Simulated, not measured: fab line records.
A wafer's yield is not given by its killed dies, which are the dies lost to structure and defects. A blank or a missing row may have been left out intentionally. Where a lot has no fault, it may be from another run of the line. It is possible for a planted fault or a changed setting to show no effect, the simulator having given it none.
A struck lot beside a sound one -- flow nandHarc -- 15 out of 1302 route steps
Sound: the wafers L205.4, L205.5, L205.6. Wafers struck: L201.2, L201.4, L201.5. At the end, the cause is stated.
Order at every step that has rows: each side's tool, ch and its chambers, its first start. Under that, the readings that differ: sound wafers -- struck wafers -- difference of the means -- sigmas: that difference in standard deviations of wafers without a fault.
alike: same words and numbers on both sides, and readings whose means sit less than 2 such deviations apart. not compared: any withheld reading, any reading some wafer has no value for, any bound like >300 that may hide the same value, and any number with overlapping values for which the record gives no deviation.
Wherever a step has rows on one side only, a row that says differs or no value, or a row with sigmas, the two part there. When numbers do not overlap yet have no deviation, they are printed without sigmas and do not part them. Lack of a reading on every wafer of one side parts them only where that side has two or more wafers.

first, 1 step without rows for these wafers: NHARC_A_CONTACT_DEVELOP_41 (develop time 35 s).
NHARC_A_CONTACT_CD_MEAS_42: target cd 300 nm.
  sound on cdSem-03 ch 0, day 27 00:37; struck on cdSem-02 ch 0, day 25 17:27
  alike: cdNm
NHARC_A_CONTACT_OVL_MEAS_43:
  sound: overlay-01 at day 27 00:42; struck: overlay-01 at day 25 17:32
  alike: overlayXNm, overlayYNm
NHARC_A_CONTACT_INSPECT_44:
  sound: defectInspect-02 at day 27 00:44; struck: defectInspect-01 at day 25 17:35
  alike: rawDefectCount
NHARC_A_CONTACT_DESCUM_47: chemistry O2, time 3 s.
  sound on rieDiel-08 ch 0,3, day 27 00:48; struck on rieDiel-08 ch 1,2, day 25 17:38
  alike: drypumpMotorCurrentA, mfcArSccm, oesProductAu, rfVppV, showerheadPlenumPTorr, throttleValvePct
  not compared: rfHoursCounterH
then, 1 step without rows for these wafers: NHARC_A_CONTACT_ETCH_48 (etches the open film in CF4, target depth 39 nm, time 65 s).
NHARC_A_CONTACT_ETCH_49: etches the open film in N2/H2, target depth 260 nm, time 475.3 s.
  sound on rieDiel-08 ch 1,2; struck on rieDiel-08 ch 2,3
  alike: biasW, chamberPressureMTorr, drypumpMotorCurrentA, mfcArSccm, n2FlowSccm, oesProductAu, rfVppV, showerheadPlenumPTorr, throttleValvePct
  not compared: rfHoursCounterH
then, 3 steps without rows for these wafers: NHARC_A_CONTACT_ETCH_50 (etches the open film in CF4/CHF3, target depth 121 nm, time 60.5 s); NHARC_A_CONTACT_ETCH_51 (etches the open film in O2/COS, target depth 7000 nm, time 1820 s); NHARC_A_CONTACT_ETCH_111 (etches the open film in C4F8/O2/Ar, time 140 s, target depth 700 nm).
NHARC_A_CONTACT_ETCH_112: etches the open film in C4F8/O2/Ar, time 190 s, target depth 1850 nm.
  sound on harCapEtch-03 ch 0,1, day 27 02:51; struck on harCapEtch-01 ch 0,1, day 25 19:39
  alike: chamberPressureMTorr, oesAirLineAu
  not compared: rfHoursCounterH
NHARC_A_CONTACT_ETCH_113: etches the open film in C4F8/O2/Ar, time 190 s, target depth 1850 nm.
  sound on harCapEtch-03 ch 0,1, day 27 03:02; struck on harCapEtch-01 ch 0,1, day 25 19:49
  alike: chamberPressureMTorr, oesAirLineAu
  not compared: rfHoursCounterH
NHARC_A_CONTACT_ETCH_114: etches the open film in C4F8/O2/Ar, time 190 s, target depth 1850 nm.
  sound on harCapEtch-03 ch 0,1, day 27 03:12; struck on harCapEtch-01 ch 0,1, day 25 19:59
  no value came back on the struck wafers for chamberPressureMTorr (mTorr), oesAirLineAu (a.u.); on the sound wafers chamberPressureMTorr (mTorr) reads 19.974 19.961 20.014
  not compared: rfHoursCounterH
NHARC_A_CONTACT_ETCH_115: etches the open film in C4F8/O2/Ar, time 190 s, target depth 1850 nm.
  sound on harCapEtch-03 ch 0,1, day 27 03:22; struck on harCapEtch-01 ch 0,1, day 25 20:10
reading,sound,struck,difference,sigmas
oesAirLineAu (a.u.),1.052 1.033 1.041,0.998 0.986 1.027,-0.038,-2
  alike: chamberPressureMTorr
  not compared: rfHoursCounterH
-- record jumps: 3 days between struck wafers' starts before vs after; left off in module A_CONTACT, resumes in module END, first step shown is number 1302 of the route --
NHARC_END_SORT_01:
  here the record holds rows for the struck wafers (prober-02 ch 0, day 29 03:43) but none for the sound ones

== WHERE THEY PART ==
First at NHARC_A_CONTACT_ETCH_114; last, within this record, at NHARC_END_SORT_01.

WHY: the cause the simulator had injected
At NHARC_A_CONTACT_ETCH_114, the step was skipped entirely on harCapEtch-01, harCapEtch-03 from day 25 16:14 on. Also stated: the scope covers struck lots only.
